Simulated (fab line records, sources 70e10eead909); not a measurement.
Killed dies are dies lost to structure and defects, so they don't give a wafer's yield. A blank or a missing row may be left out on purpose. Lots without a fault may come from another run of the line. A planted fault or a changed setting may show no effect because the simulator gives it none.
Chamber matching | flow nand_harc | NHARC_P_BONDPAD_CMP_32 on cmp-02: 4 sister chambers
The step polishes SiCN, target thk 200 nm. 4 wafers are shown with their chamber, then 9 later ones without.

WAFERS WITH THEIR CHAMBER
wafer  | chamber | motor_current_A (A)
L086.1 | 0       | 11.2
L089.6 | 3       | 12.0
L088.3 | 1       | 11.2
L088.6 | 2       | 13.1

WAFERS WITHOUT THEIR CHAMBER
wafer  | motor_current_A (A)
L091.1 | 11.7
L091.2 | 10.7
L091.6 | 10.6
L093.1 | 11.4
L093.5 | 12.6
L093.6 | 11.9
L095.1 | 10.9
L095.3 | 11.6
L095.5 | 12.9

WHICH CHAMBER EACH WENT THROUGH
wafer  | from the rows above          | in truth
L091.1 | can't be placed: 3 or 0 or 1 | 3
L091.2 | can't be placed: 0 or 1      | 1
L091.6 | can't be placed: 0 or 1      | 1
L093.1 | can't be placed: 0 or 1 or 3 | 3
L093.5 | can't be placed: 2 or 3      | 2
L093.6 | can't be placed: 3 or 0 or 1 | 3
L095.1 | can't be placed: 0 or 1      | 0
L095.3 | can't be placed: 0 or 1 or 3 | 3
L095.5 | can't be placed: 2 or 3      | 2
Placed correctly: 0 of 9. Can't be placed from these rows: 9 (the true chamber is among the candidates in 9). Placed wrongly: 0.
How it was worked out, from the rows above alone: a wafer's distance from a chamber is the root of the sum, over the readings, of the square of ((its reading less the chamber's mean) divided by the reading's scatter). The wafer belongs to the nearest chamber; if the next one is less than 2 further off, it can't be placed. A chamber's mean is the mean of its shown wafers. The scatter: with one shown wafer a chamber, the root of the mean of the squares of how far each hidden wafer lies from its nearest shown one.
